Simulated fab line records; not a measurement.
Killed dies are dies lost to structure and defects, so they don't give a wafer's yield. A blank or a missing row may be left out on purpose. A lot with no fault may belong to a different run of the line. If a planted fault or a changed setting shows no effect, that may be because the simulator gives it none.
Matching of chambers | flow nand harc | rie diel-01 running NHARC_A_STAIRCASE_DESCUM_11: 4 sister chambers
The step chemistry O2, time 3 s. 4 wafers are shown with their chamber, then 7 later ones without.

== WAFERS, EACH WITH ITS CHAMBER ==
wafer  | chamber | showerhead plenum p Torr (Torr)
L084.5 | 2       | 1.89
L084.6 | 0       | 2.05
L092.1 | 1       | 1.92
L092.2 | 3       | 2.02

== WAFERS WITH NO CHAMBER GIVEN ==
wafer  | showerhead plenum p Torr (Torr)
L092.5 | 2.02
L094.1 | 2.04
L094.2 | 1.88
L094.5 | 2.04
L097.2 | 1.87
L097.3 | 2.04
L097.6 | 1.92

== CHAMBER TAKEN BY EACH ==
wafer  | from the rows above     | in truth
L092.5 | 3                       | 3
L094.1 | can't be placed: 0 or 3 | 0
L094.2 | 2                       | 2
L094.5 | can't be placed: 0 or 3 | 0
L097.2 | 2                       | 2
L097.3 | can't be placed: 0 or 3 | 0
L097.6 | 1                       | 1
Correct placement for 4 of the 7. Can't be placed from these rows: 3 (the true chamber is among the candidates in 3). Wrongly placed: 0.
How it was worked out, from the rows above alone: a wafer's distance from a chamber is the root of the sum, over the readings, of the square of ((its reading less the chamber's mean) divided by the reading's scatter). If the next closest chamber is less than 2 further off than the closest, the wafer can't be placed; otherwise it belongs to the closest. A chamber's mean is the mean of its shown wafers. The scatter (one wafer shown for each chamber): square how far every hidden wafer sits from the nearest shown wafer, average those squares and take the square root.
